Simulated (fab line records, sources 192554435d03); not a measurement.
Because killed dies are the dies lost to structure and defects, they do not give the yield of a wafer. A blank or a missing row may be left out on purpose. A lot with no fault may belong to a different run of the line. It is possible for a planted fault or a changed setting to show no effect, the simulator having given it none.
fab line records    flow n5_finfet
[record] lots = 10  wafers = 25  last_day = 17
route steps=1938 shown FIN_SAQP@132 FIN_CUT@164 BEOL_M4@1111 PASSIVATION@1936
lots with no fault: from the same line, run without faults
start_h: the number of hours between the record's first day and the start of the first shown wafer of the lot    wait_h: hours elapsed since this lot's preceding step    " repeats the value in the row above    L1.1+2: a single row standing in for several wafers    - either no value or no given start    * or withheld: withheld    < > ~ a bound
route shown NAME@n: NAME is a module with steps in the file, n the number in the route of the first one    usual: average and standard deviation across the fault-free wafers    same: alike in all rows    chamber/n: place in a boat    sites: per-site readings    _std_site: the standard deviation of these    _edge_site: mean of outer sites minus mean of inner sites    radius_mm: for every site, how far away it sits from the centre of the wafer    mask NAME#n: copy n    behind: the last tool/chamber to shape the wafer    hold: why the lot went on hold/how many hours it stayed there/how the hold came to an end    device: the n, p or np transistor that did not switch    end of line: the same wafers' tests at the end of the route    step lacking rows: just its recipe    killed: not the wafer's yield, but the dies lost to structure and defects at the first sort    map: a wafer's dies, x killed, . not, _ none there
set.NAME: the setting the step ran with; set.NAME@STEP: the setting that earlier step ran with    model.NAME: the simulator's own value behind a step, which no gauge read
a sample of lots followed through the steps of the route, with each step as a table and each wafer as a row
services: a tool's chamber out of use, with start hour (start_h, from the record's first day; less than 0 if before it), hours out, and reason
[[steps]]
[step N5_FIN_SAQP_RECESS_63]
[recipe] chemistry = HF/NH3  target = SiO2  target_depth_a = 180  afs_cycles = 3  temp_c = 30  sublimation_temp_c = 180  sublimation_time_s = 60
[usual] drypump_motor_current_A = 5.61/0.23
lot.wafer  tool           chamber  start_h  wait_h  drypump_motor_current_A
L740.1     vapor_etch-01  1        25.81    0.1     5.72
L740.4     "              0        "        "       5.58
L741.4     vapor_etch-01  0        31.44    0.2     5.57
L741.6     "              1        "        "       5.71
L742.2     vapor_etch-02  1        36.63    0.1     5.19
L742.5     "              0        "        "       5.93
L744.1     vapor_etch-02  1        49.83    0.1     5.22
L744.2     "              0        "        "       5.88
L744.6     "              0        "        "       5.89
L747.2     vapor_etch-01  1        66.72    0.1     5.72
L747.5     "              1        "        "       5.71
L747.6     "              0        "        "       5.58
L748.1     vapor_etch-01  0        71.76    0.1     5.57
L748.3     "              0        "        "       5.57
L748.4     "              1        "        "       5.72
L749.1     vapor_etch-01  0        80.35    0.1     5.58
L749.2     "              1        "        "       5.70
L755.3     vapor_etch-02  0        117.91   1.5     5.87
L755.4     "              1        "        "       5.20
L755.6     "              0        "        "       5.88
L760.2     vapor_etch-01  1        143.91   0.1     5.71
L760.3     "              1        "        "       5.72
L760.5     "              1        "        "       5.72
L762.5     vapor_etch-01  1        156.03   0.3     5.70
L762.6     "              0        "        "       5.58
[step N5_FIN_SAQP_STRIP_77]
[recipe] chemistry = N2/H2  time_s = 90  power_w = 100  temp_c = 40  pressure_mtorr = 100  rf_frequency_hz = 6e+07  bias_power_w = 3  n2_flow_sccm = 300  h2_flow_sccm = 300
[usual] drypump_motor_current_A = 5.7/0.42  oes_product_au = 0.77/0.094  rf_vpp_V = 45.4/0.91  showerhead_plenum_p_Torr = 3.41/0.073  throttle_valve_pct = 12.31/0.25
lot.wafer  tool         chamber  start_h  wait_h  drypump_motor_current_A  oes_product_au  rf_hours_counter_h  rf_vpp_V  showerhead_plenum_p_Torr  throttle_valve_pct
L740.1     rie_diel-04  0        27.30    0.0     4.8                      0.93            17                  46.6      3.40                      11.68
L740.4     "            3        "        "       6.3                      0.73            180                 45.3      3.51                      12.39
L741.4     rie_diel-04  1        32.95    0.0     5.3                      0.70            247                 46.1      3.36                      12.87
L741.6     "            1        "        "       5.3                      0.70            -                   45.8      3.36                      12.87
L742.2     rie_diel-05  3        39.04    0.0     5.9                      0.75            133                 46.1      3.37                      12.38
L742.5     "            3        "        "       5.8                      0.74            -                   45.7      3.37                      12.37
L744.1     rie_diel-03  2        52.02    0.0     5.4                      0.73            184                 46.3      3.48                      12.38
L744.2     "            0        "        "       5.8                      0.69            202                 45.5      3.35                      12.31
L744.6     "            2        "        "       5.4                      0.73            -                   45.8      3.48                      12.38
L747.2     rie_diel-03  3        68.30    0.0     5.5                      0.66            239                 44.3      3.47                      12.71
L747.5     "            2        "        "       5.4                      0.73            -                   45.7      3.48                      12.39
L747.6     "            1        "        "       6.3                      0.88            -                   45.8      3.44                      12.05
L748.1     rie_diel-03  0        73.18    0.0     5.8                      0.69            210                 43.6      3.35                      12.32
L748.3     "            3        "        "       5.5                      0.66            240                 45.5      3.47                      12.69
L748.4     "            1        "        "       6.4                      0.88            39                  45.0      3.44                      12.06
L749.1     rie_diel-05  3        81.99    0.0     5.8                      0.74            147                 43.4      3.36                      12.41
L749.2     "            2        "        "       5.3                      0.78            83                  44.8      3.44                      12.21
L755.3     rie_diel-05  3        119.21   0.0     5.8                      0.72            159                 44.5      3.35                      12.45
L755.4     "            3        "        "       5.8                      0.73            -                   43.4      3.35                      12.44
L755.6     "            2        "        "       5.3                      0.78            -                   44.9      3.43                      12.24
L760.2     rie_diel-03  3        145.43   0.0     5.4                      0.96            9                   45.0      3.46                      12.12
L760.3     "            1        "        "       6.4                      0.84            66                  45.5      3.42                      12.13
L760.5     "            0        "        "       5.8                      0.67            -                   44.4      3.33                      12.39
L762.5     rie_diel-03  0        157.25   0.0     5.8                      0.67            -                   44.6      3.33                      12.40
L762.6     "            1        "        "       6.3                      0.84            -                   43.6      3.42                      12.14
[step N5_FIN_CUT_OVL_MEAS_09]
[recipe] points_per_wafer = 522
[usual] FIN_CUT_OVL = -0.1/0.66
lot.wafer  tool        chamber  start_h  wait_h  FIN_CUT_OVL[nm]
L740.1     overlay-02  0        28.20    0.0     0.3
L740.4     "           0        "        "       -0.1
L741.4     overlay-02  0        33.87    0.0     -0.3
L741.6     "           0        "        "       -0.8
L742.2     overlay-02  0        39.95    0.0     -0.9
L742.5     "           0        "        "       0.2
L744.1     overlay-01  0        52.92    0.0     -1.7
L744.2     "           0        "        "       -0.5
L744.6     "           0        "        "       0.7
L747.2     overlay-02  0        69.09    0.0     -1.5
L747.5     "           0        "        "       -0.3
L747.6     "           0        "        "       -0.6
L748.1     overlay-02  0        74.08    0.0     0.1
L748.3     "           0        "        "       0.4
L748.4     "           0        "        "       0.4
L749.1     overlay-01  0        82.77    0.0     0.7
L749.2     "           0        "        "       0.8
L755.3     overlay-01  0        120.00   0.0     -0.7
L755.4     "           0        "        "       -0.2
L755.6     "           0        "        "       0.2
L760.2     overlay-01  0        146.22   0.0     -0.5
L760.3     "           0        "        "       -0.4
L760.5     "           0        "        "       -0.6
L762.5     overlay-01  0        158.13   0.0     -1.1
L762.6     "           0        "        "       -1.5
[step N5_FIN_CUT_INSPECT_10]
[recipe] mode = adi  inspect_instrument = brightfield
[usual] raw_defect_count = 46/13
lot.wafer  tool               chamber  start_h  wait_h  raw_defect_count
L740.1     defect_inspect-02  -        28.26    0.1     38
L740.4     "                  -        "        "       27
L741.4     defect_inspect-01  -        33.92    0.0     41
L741.6     "                  -        "        "       52
L742.2     defect_inspect-02  -        40.00    0.0     61
L742.5     "                  -        "        "       57
L744.1     defect_inspect-01  -        52.98    0.1     56
L744.2     "                  -        "        "       31
L744.6     "                  -        "        "       38
L747.2     defect_inspect-02  -        69.15    0.0     51
L747.5     "                  -        "        "       54
L747.6     "                  -        "        "       41
L748.1     defect_inspect-01  -        74.14    0.1     53
L748.3     "                  -        "        "       47
L748.4     "                  -        "        "       65
L749.1     defect_inspect-02  -        82.82    0.1     48
L749.2     "                  -        "        "       60
L755.3     defect_inspect-02  -        120.05   0.0     300
L755.4     "                  -        "        "       306
L755.6     "                  -        "        "       284
L760.2     defect_inspect-01  -        146.27   0.0     59
L760.3     "                  -        "        "       42
L760.5     "                  -        "        "       33
L762.5     defect_inspect-01  -        158.17   0.0     42
L762.6     "                  -        "        "       52
[step N5_FIN_CUT_ETCH_21]
[recipe] chemistry = N2/H2  target = SOC  target_depth_a = 2190  overetch_a = 438  mask_material = SiARC  temp_c = 40  ion_energy_ev = 100  bias_w = 61  time_s = 523.5  pressure_mtorr = 30  source_w = 850  n2_flow_sccm = 200  h2_flow_sccm = 200
[usual] drypump_motor_current_A = 5.5/0.36  oes_product_au = 0.71/0.072  rf_vpp_V = 241.1/1.2  showerhead_plenum_p_Torr = 2.57/0.077  throttle_valve_pct = 17.84/0.26
lot.wafer  tool         chamber  start_h  wait_h  drypump_motor_current_A  oes_product_au  rf_hours_counter_h  rf_vpp_V  showerhead_plenum_p_Torr  throttle_valve_pct
L740.1     rie_diel-06  0        28.39    0.0     5.3                      0.72            116                 242.7     2.68                      17.80
L740.4     "            3        "        "       4.9                      0.67            176                 238.2     2.41                      18.05
L741.4     rie_diel-06  3        34.04    0.0     4.9                      0.66            179                 238.4     2.41                      18.06
L741.6     "            1        "        "       6.0                      0.67            -                   242.3     2.65                      18.12
L742.2     rie_diel-02  0        40.13    0.0     5.8                      0.91            0                   242.5     2.58                      17.37
L742.5     "            2        "        "       5.6                      0.68            -                   240.6     2.60                      17.57
L744.1     rie_diel-02  2        53.10    0.0     5.7                      0.67            207                 241.4     2.59                      17.57
L744.2     "            1        "        "       5.9                      0.68            173                 241.9     2.52                      17.56
L744.6     "            2        "        "       5.7                      0.68            -                   241.3     2.59                      17.58
L747.2     rie_diel-06  1        69.27    0.0     6.0                      0.65            184                 242.1     2.65                      18.13
L747.5     "            0        "        "       5.3                      0.71            -                   243.2     2.67                      17.81
L747.6     "            1        "        "       6.0                      0.66            -                   242.1     2.65                      18.14
L748.1     rie_diel-06  0        74.27    0.0     5.3                      0.71            128                 242.4     2.67                      17.81
L748.3     "            2        "        "       5.0                      0.83            31                  240.4     2.59                      17.61
L748.4     "            3        "        "       4.9                      0.66            190                 239.0     2.40                      18.09
L749.1     rie_diel-01  3        83.11    0.0     5.2                      0.66            196                 240.2     2.52                      17.98
L749.2     "            1        "        "       5.5                      0.72            130                 242.0     2.65                      17.82
L755.3     rie_diel-02  1        120.17   0.0     5.9                      0.67            193                 241.8     2.52                      17.59
L755.4     "            0        "        "       5.9                      0.84            20                  242.3     2.57                      17.40
L755.6     "            3        "        "       5.7                      0.66            -                   241.4     2.52                      18.10
L760.2     rie_diel-06  0        146.53   0.0     5.3                      0.68            149                 243.5     2.66                      17.85
L760.3     "            1        "        "       5.9                      0.65            206                 242.0     2.64                      18.17
L760.5     "            1        "        "       5.9                      0.65            -                   241.2     2.64                      18.20
L762.5     rie_diel-02  3        158.44   0.2     5.7                      0.66            -                   240.1     2.51                      18.15
L762.6     "            2        "        "       5.7                      0.65            -                   241.9     2.58                      17.61
[step N5_BEOL_M4_RC_MEAS_101]
[usual] DIBL_N = 36.0/2  DIBL_P = 35.9/2.5  IOFF_N = 0.16/0.038  IOFF_P = 0.21/0.04  ION_N = 675/14  ION_P = 462/9.4  SS_N = 71.5/0.75  SS_P = 73.2/0.74  VT_N = 250/3.9  VT_P = -251/3.2
lot.wafer  tool       chamber  start_h  wait_h  DIBL_N[mV/V]  DIBL_P[mV/V]  IOFF_N[nA/um]  IOFF_P[nA/um]  ION_N[uA/um]  ION_P[uA/um]  SS_N[mV/dec]  SS_P[mV/dec]  VT_N[mV]  VT_P[mV]
L741.4     prober-01  0        164.16   0.5     35.2          35.1          0.17           0.22           691           472           70.9          73.1          244       -245
L741.6     "          0        "        "       36.8          35.2          0.21           0.22           694           466           71.7          73.5          242       -246
L740.1     prober-01  0        166.62   0.0     37.7          35.8          0.20           0.20           667           455           72.2          72.8          249       -252
L740.4     "          0        "        "       36.3          33.6          0.16           0.16           675           452           71.1          72.4          250       -255
L742.2     prober-01  0        178.60   0.2     40.0          37.8          0.23           0.28           690           468           72.1          74.2          242       -246
L742.5     "          0        "        "       32.6          30.3          0.12           0.18           679           474           69.8          72.2          249       -251
L744.1     prober-01  0        197.12   0.0     37.3          37.2          0.17           0.19           664           446           72.3          73.7          251       -255
L744.2     "          0        "        "       32.4          31.9          0.11           0.14           654           445           70.8          72.6          256       -257
L744.6     "          0        "        "       38.7          39.4          0.20           0.25           670           459           71.8          74.5          246       -251
L747.2     prober-01  0        205.27   0.2     34.7          33.1          0.14           0.18           668           461           71.0          72.9          250       -253
L747.5     "          0        "        "       35.0          34.7          0.15           0.20           675           464           71.1          73.1          249       -250
L747.6     "          0        "        "       37.0          35.0          0.18           0.20           661           456           73.0          73.8          249       -250
L748.1     prober-02  0        212.35   0.0     35.6          34.3          0.16           0.23           701           483           71.3          72.8          243       -245
L748.3     "          0        "        "       34.8          33.3          0.13           0.22           683           475           69.7          72.4          248       -248
L748.4     "          0        "        "       35.3          34.1          0.14           0.23           686           472           70.6          72.8          248       -247
L749.1     prober-01  0        216.26   0.0     35.4          34.6          0.14           0.15           656           445           71.9          72.7          252       -257
L749.2     "          0        "        "       37.5          39.3          0.18           0.25           675           459           71.5          73.4          247       -250
L755.3     prober-01  0        268.25   0.3     38.6          39.3          0.22           0.24           685           466           72.4          73.3          248       -251
L755.4     "          0        "        "       38.6          39.2          0.21           0.26           683           472           72.2          73.0          248       -248
L755.6     "          0        "        "       35.6          36.2          0.17           0.20           696           474           71.3          72.3          248       -249
L760.2     prober-01  0        276.71   0.2     36.8          37.8          0.16           0.21           685           465           71.4          73.6          250       -248
L760.3     "          0        "        "       31.9          32.6          0.09           0.15           660           463           70.5          71.4          258       -256
L760.5     "          0        "        "       35.9          36.6          0.15           0.20           676           468           71.2          72.9          251       -251
L762.5     prober-01  0        301.39   0.6     34.7          35.0          0.12           0.17           664           460           71.2          72.7          254       -253
L762.6     "          0        "        "       33.0          31.9          0.11           0.15           663           464           70.9          71.9          258       -256
[step N5_PASSIVATION_PROBE_49]
[usual] defect_limited_yield = 91.3/1.5  killed_at_M0_to_M3 = 33/12  killed_at_M4_up = 15/5.2  killed_at_contacts = 12/5.1  killed_at_front_end = 39/11  killed_at_other = 5/3.6  killed_dies = 103/18  killed_open = 67/13  killed_short = 33/7.8  sort_bin_5_function = 5.1/0.96  sort_bin_6_memory = 3.2/0.71  sort_bin_8_speed = 0.01/0.063  sort_n_pass = 1077/18  sort_yield_pct = 91.3/1.5
[same] gross_dies = 1180  killed_at_back_side = 0  sort_bin_4_leakage[%] = 0
lot.wafer  tool       chamber  start_h  wait_h  defect_limited_yield[%]  killed_at_M0_to_M3  killed_at_M4_up  killed_at_contacts  killed_at_front_end  killed_at_other  killed_dies  killed_open  killed_short  sort_bin_5_function[%]  sort_bin_6_memory[%]  sort_bin_8_speed[%]  sort_n_pass  sort_yield_pct[%]
L741.4     prober-02  -        254.26   0.2     90.4                     32                  19               6                   49                   7                113          73           38            6.3                     2.9                   0                    1067         90.4
L741.6     prober-02  -        254.36   0.3     88.9                     51                  18               14                  45                   3                131          93           38            6.1                     4.9                   0                    1049         88.9
L740.1     prober-02  -        261.21   0.0     91.9                     32                  16               17                  31                   0                96           64           32            4.6                     3.3                   0                    1084         91.9
L740.4     prober-02  -        261.36   0.2     88.2                     47                  10               14                  63                   5                139          84           47            6.9                     3.8                   0                    1041         88.2
L742.2     prober-01  -        278.74   0.1     92.8                     12                  17               20                  35                   1                85           54           23            4.1                     2.3                   0                    1095         92.8
L742.5     prober-01  -        278.89   0.2     92.3                     28                  15               18                  26                   4                91           69           20            3.4                     4.1                   0                    1089         92.3
L744.1     prober-01  -        292.12   0.0     92.3                     16                  12               13                  46                   4                91           68           20            4.3                     3.0                   0                    1089         92.3
L744.2     prober-01  -        292.17   0.1     95.3                     16                  7                5                   25                   2                55           41           13            3.1                     1.4                   0                    1125         95.3
L744.6     prober-01  -        292.37   0.3     92.9                     10                  21               12                  37                   4                84           57           23            4.9                     2.0                   0                    1096         92.9
L747.2     prober-02  -        300.56   0.1     89.4                     33                  10               8                   67                   7                125          66           48            6.4                     3.4                   0                    1055         89.4
L747.5     prober-02  -        300.71   0.2     90.3                     44                  10               6                   46                   8                114          63           44            4.9                     4.1                   0                    1066         90.3
L747.6     prober-02  -        300.76   0.3     90.5                     27                  14               8                   56                   7                112          69           42            6.4                     2.9                   0.08                 1068         90.5
L748.1     prober-02  -        306.11   0.0     90.3                     58                  9                2                   42                   3                114          71           43            6.1                     3.3                   0                    1066         90.3
L748.3     prober-02  -        306.21   0.1     91.8                     30                  22               4                   33                   8                97           54           36            4.2                     3.3                   0                    1083         91.8
L748.4     prober-02  -        306.26   0.2     90.1                     37                  26               10                  41                   3                117          80           37            4.4                     5.5                   0                    1063         90.1
L749.1     prober-01  -        313.76   0.0     91.0                     23                  7                12                  60                   4                106          79           26            5.6                     3.3                   0                    1074         91.0
L749.2     prober-01  -        313.81   0.1     90.9                     21                  9                17                  58                   2                107          64           36            4.7                     3.6                   0                    1073         90.9
L755.3     prober-02  -        366.23   0.1     84.6                     34                  24               7                   115                  2                182          60           27            10.8                    3.7                   0                    998          84.6
L755.4     prober-02  -        366.28   0.2     84.3                     51                  7                7                   115                  5                185          52           29            10.0                    4.1                   0                    995          84.3
L755.6     prober-02  -        366.38   0.3     82.9                     39                  10               18                  134                  1                202          75           35            11.2                    3.8                   0                    978          82.9
L760.2     prober-02  -        379.38   0.1     89.8                     41                  21               15                  41                   2                120          70           35            5.3                     3.7                   0                    1060         89.8
L760.3     prober-02  -        379.43   0.1     92.2                     23                  18               14                  36                   1                92           59           24            4.0                     3.0                   0                    1088         92.2
L760.5     prober-02  -        379.53   0.2     90.8                     21                  21               15                  48                   3                108          70           29            5.2                     3.1                   0                    1072         90.8
L762.5     prober-01  -        401.07   0.2     91.7                     27                  14               6                   43                   8                98           60           36            5.2                     3.1                   0                    1082         91.7
L762.6     prober-01  -        401.12   0.3     88.9                     46                  10               18                  47                   10               131          87           38            6.5                     4.2                   0                    1049         88.9
// killed by level:class
L741.4 FIN_SAQP:geometric_particle:open=19 FIN_SAQP:geometric_particle:short=18 BEOL_M5:geometric_particle:open=9 BEOL_M2:geometric_particle:open=7 BEOL_M3:geometric_particle:open=6 MOL_CONTACT_COAG:geometric_particle:open=5 BEOL_M1:geometric_particle:open=5 STI_FIN_REVEAL:geometric_particle:open=4
L741.6 FIN_SAQP:geometric_particle:open=14 BEOL_M0_SAQP:geometric_particle:open=14 BEOL_M2:geometric_particle:open=13 MOL_CONTACT_COAG:geometric_particle:open=10 BEOL_M3:geometric_particle:open=10 BEOL_M0_SAQP:geometric_particle:short=9 FIN_SAQP:geometric_particle:short=8 BEOL_M5:geometric_particle:open=8
L740.1 MOL_CONTACT_COAG:geometric_particle:open=14 BEOL_M2:geometric_particle:open=9 BEOL_M3:geometric_particle:open=8 FIN_SAQP:geometric_particle:open=6 DUMMY_GATE:geometric_particle:open=6 FIN_SAQP:geometric_particle:short=5 BEOL_M0_SAQP:geometric_particle:short=4 BEOL_M5:geometric_particle:open=4
L740.4 STI_FIN_REVEAL:geometric_particle:open=14 MOL_CONTACT_COAG:geometric_particle:open=11 BEOL_M2:geometric_particle:open=10 BEOL_M0_SAQP:geometric_particle:short=9 HKMG_FIN:area_etch=8 DUMMY_GATE:geometric_particle:open=7 BEOL_M3:geometric_particle:open=7 BEOL_M3:geometric_particle:short=7
L742.2 MOL_CONTACT_COAG:geometric_particle:open=14 BEOL_M4:geometric_particle:open=8 HKMG_FIN:area_etch=8 STI_FIN_REVEAL:geometric_particle:open=6 MOL_CONTACT_COAG:geometric_particle:short=6 FIN_SAQP:geometric_particle:open=5 GATE_CUT:geometric_particle:open=5 BEOL_M0_SAQP:geometric_particle:short=4
L742.5 MOL_CONTACT_COAG:geometric_particle:open=16 STI_FIN_REVEAL:geometric_particle:open=9 BEOL_M2:geometric_particle:open=9 BEOL_M3:geometric_particle:short=5 FIN_SAQP:geometric_particle:open=4 STI_FIN_REVEAL:geometric_particle:short=4 BEOL_M3:geometric_particle:open=4 BEOL_M4:geometric_particle:open=4
L744.1 MOL_CONTACT_COAG:geometric_particle:open=12 FIN_SAQP:geometric_particle:open=8 STI_FIN_REVEAL:geometric_particle:open=7 FIN_SAQP:geometric_particle:short=6 BEOL_M3:geometric_particle:open=6 GATE_CUT:geometric_particle:open=5 BEOL_M4:geometric_particle:open=5 STARTING-WAFER:geometric_particle:open=5
L744.2 BEOL_M3:geometric_particle:open=7 STI_FIN_REVEAL:geometric_particle:open=6 GATE_CUT:geometric_particle:open=6 FIN_SAQP:geometric_particle:open=3 MOL_CONTACT_COAG:geometric_particle:short=3 BEOL_M4:geometric_particle:open=3 GATE_CUT:geometric_particle:short=2 MOL_CONTACT_COAG:geometric_particle:open=2
L744.6 FIN_SAQP:geometric_particle:open=12 MOL_CONTACT_COAG:geometric_particle:open=10 BEOL_M4:geometric_particle:open=6 STI_FIN_REVEAL:geometric_particle:open=4 SPACER0:geometric_particle:short=4 BEOL_M7:geometric_particle:open=4 FIN_SAQP:geometric_particle:short=3 BEOL_M2:geometric_particle:open=3
L747.2 FIN_SAQP:geometric_particle:short=16 FIN_SAQP:geometric_particle:open=11 STI_FIN_REVEAL:geometric_particle:open=11 ILD0:geometric_particle:short=7 BEOL_M3:geometric_particle:open=7 BEOL_M0_SAQP:geometric_particle:short=6 BEOL_M0_SAQP:geometric_particle:open=6 HKMG_FIN:area_etch=6
L747.5 BEOL_M0_SAQP:geometric_particle:short=15 BEOL_M0_SAQP:geometric_particle:open=10 STI_FIN_REVEAL:geometric_particle:open=9 FIN_SAQP:geometric_particle:open=8 HKMG_FIN:area_etch=7 BEOL_M1:geometric_particle:open=6 MIM_TOP_ETCH:geometric_particle:short=5 BEOL_M3:geometric_particle:open=5
L747.6 STI_FIN_REVEAL:geometric_particle:open=11 FIN_SAQP:geometric_particle:short=9 ILD0:geometric_particle:open=8 MOL_CONTACT_COAG:geometric_particle:open=8 BEOL_M0_SAQP:geometric_particle:short=8 BEOL_M0_SAQP:geometric_particle:open=8 GATE_CUT:geometric_particle:short=7 BEOL_M4:geometric_particle:open=7
L748.1 BEOL_M1:geometric_particle:open=14 BEOL_M0_SAQP:geometric_particle:short=12 BEOL_M0_SAQP:geometric_particle:open=12 FIN_SAQP:geometric_particle:open=8 BEOL_M3:geometric_particle:open=8 DUMMY_GATE:geometric_particle:open=6 STI_FIN_REVEAL:geometric_particle:open=5 DUMMY_GATE:geometric_particle:short=5
L748.3 BEOL_M4:geometric_particle:open=8 BEOL_M0_SAQP:geometric_particle:short=7 BEOL_M2:geometric_particle:open=7 BEOL_M4:geometric_particle:short=7 HKMG_FIN:area_etch=7 DUMMY_GATE:geometric_particle:short=6 FIN_SAQP:geometric_particle:open=5 BEOL_M5:geometric_particle:open=5
L748.4 BEOL_M1:geometric_particle:open=11 DUMMY_GATE:geometric_particle:open=9 BEOL_M0_SAQP:geometric_particle:open=8 MOL_CONTACT_COAG:geometric_particle:open=7 STI_FIN_REVEAL:geometric_particle:open=6 GATE_CUT:geometric_particle:short=6 BEOL_M4:geometric_particle:open=6 BEOL_M5:geometric_particle:open=5
L749.1 STI_FIN_REVEAL:geometric_particle:open=27 FIN_SAQP:geometric_particle:open=11 MOL_CONTACT_COAG:geometric_particle:open=10 FIN_SAQP:geometric_particle:short=6 BEOL_M2:geometric_particle:open=5 STI_FIN_REVEAL:geometric_particle:short=4 BEOL_M0_SAQP:geometric_particle:open=4 BEOL_M1:geometric_particle:open=4
L749.2 FIN_SAQP:geometric_particle:open=13 MOL_CONTACT_COAG:geometric_particle:open=10 STI_FIN_REVEAL:geometric_particle:open=8 FIN_SAQP:geometric_particle:short=7 MOL_CONTACT_COAG:geometric_particle:short=7 HKMG_FIN:area_etch=7 BEOL_M3:geometric_particle:open=6 STARTING-WAFER:geometric_particle:open=6
L755.3 FIN_SAQP:unspecified=91 BEOL_M2:geometric_particle:open=10 STI_FIN_REVEAL:geometric_particle:open=9 BEOL_M3:geometric_particle:open=9 MOL_CONTACT_COAG:geometric_particle:open=6 BEOL_M1:geometric_particle:open=5 GATE_CUT:geometric_particle:short=4 STI_FIN_REVEAL:geometric_particle:short=4
L755.4 FIN_SAQP:unspecified=103 BEOL_M3:geometric_particle:open=15 BEOL_M0_SAQP:geometric_particle:open=11 BEOL_M0_SAQP:geometric_particle:short=9 STI_FIN_REVEAL:geometric_particle:open=6 BEOL_M3:geometric_particle:short=5 MOL_CONTACT_COAG:geometric_particle:open=4 MOL_CONTACT_COAG:geometric_particle:short=3
L755.6 FIN_SAQP:unspecified=85 STI_FIN_REVEAL:geometric_particle:open=20 MOL_CONTACT_COAG:geometric_particle:open=14 BEOL_M3:geometric_particle:open=14 BEOL_M3:geometric_particle:short=7 BEOL_M0_SAQP:geometric_particle:open=6 HKMG_FIN:area_etch=6 BEOL_M0_SAQP:geometric_particle:short=5
L760.2 GATE_CUT:geometric_particle:short=9 MOL_CONTACT_COAG:geometric_particle:open=9 BEOL_M1:geometric_particle:open=9 HKMG_FIN:area_etch=8 BEOL_M0_SAQP:geometric_particle:open=7 BEOL_M3:geometric_particle:open=7 BEOL_M0_SAQP:geometric_particle:short=6 BEOL_M2:geometric_particle:open=6
L760.3 MOL_CONTACT_COAG:geometric_particle:open=13 HKMG_FIN:area_etch=9 BEOL_M4:geometric_particle:open=8 GATE_CUT:geometric_particle:short=7 BEOL_M0_SAQP:geometric_particle:open=7 GATE_CUT:geometric_particle:open=5 BEOL_M1:geometric_particle:open=4 BEOL_M3:geometric_particle:open=4
L760.5 MOL_CONTACT_COAG:geometric_particle:open=12 FIN_SAQP:geometric_particle:open=9 GATE_CUT:geometric_particle:short=9 HKMG_FIN:area_etch=8 BEOL_M4:geometric_particle:open=7 DUMMY_GATE:geometric_particle:open=5 BEOL_M1:geometric_particle:open=5 BEOL_M0_SAQP:geometric_particle:open=4
L762.5 STI_FIN_REVEAL:geometric_particle:open=10 FIN_SAQP:geometric_particle:short=8 BEOL_M0_SAQP:geometric_particle:open=7 MOL_CONTACT_COAG:geometric_particle:open=6 BEOL_M3:geometric_particle:open=6 FIN_SAQP:geometric_particle:open=5 BEOL_M2:geometric_particle:open=5 STARTING-WAFER:geometric_particle:short=5
L762.6 BEOL_M2:geometric_particle:open=14 MOL_CONTACT_COAG:geometric_particle:open=13 STI_FIN_REVEAL:geometric_particle:open=11 BEOL_M1:geometric_particle:open=7 FIN_SAQP:geometric_particle:open=6 ILD0:geometric_particle:short=6 BEOL_M0_SAQP:geometric_particle:short=6 BEOL_M3:geometric_particle:open=6
[[services]]
tool           chamber  start_h  hours  kind
rie_diel-02    0        19.34    -      clean
rie_diel-02    0        19.34    -      consumable_replace:focus_ring
rie_diel-02    0        19.34    18.5   scheduled_down
rie_diel-02    0        19.34    18.5   vent_cycle
vapor_etch-02  -        21.22    14.6   pm
rie_diel-01    -        30.20    1.6    repair
rie_diel-06    0        30.96    1.5    repair
rie_diel-02    2        37.70    1.8    repair
rie_diel-02    0        51.40    10.9   repair
rie_diel-05    0        63.64    5.0    repair
vapor_etch-01  -        67.59    0.8    repair
vapor_etch-02  0        75.10    0.7    repair
vapor_etch-01  -        78.54    0.8    repair
vapor_etch-01  -        86.88    14.6   pm
rie_diel-01    -        94.56    2.8    pm
rie_diel-03    3        104.51   -      clean
rie_diel-03    3        104.51   -      consumable_replace:focus_ring
rie_diel-03    3        104.51   17.2   scheduled_down
rie_diel-03    3        104.51   17.2   vent_cycle
rie_diel-01    0        114.37   7.6    repair
rie_diel-06    1        127.09   2.5    repair
rie_diel-06    2        139.56   7.7    repair
rie_diel-01    3        142.69   2.2    repair
rie_diel-04    3        149.33   7.2    repair
[[key]]
[first_sign] step = N5_FIN_CUT_INSPECT_10  reading = raw_defect_count  direction = up  sigmas = 20  usual = 46  struck = 297
[effect] step = N5_PASSIVATION_PROBE_49  reading = killed_at_front_end  direction = up  sigmas = 7.3  usual = 39  struck = 121
[more_kills_born_at] N5_FIN_SAQP_RECESS_63@vapor_etch-02 = 279
met_at N5_FIN_SAQP_RECESS_63
struck_lots L755
not_acting_at N5_FIN_SAQP_STRIP_77,N5_FIN_CUT_OVL_MEAS_09,N5_FIN_CUT_ETCH_21
onset_between 49.83 117.91
[fault] kind = chamber_particle_source  tool = vapor_etch-02  chamber = -  onset_h = 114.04  steps = N5_FIN_SAQP_RECESS_63  rate_per_visit_cm2 = 0.38727  end_h = 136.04
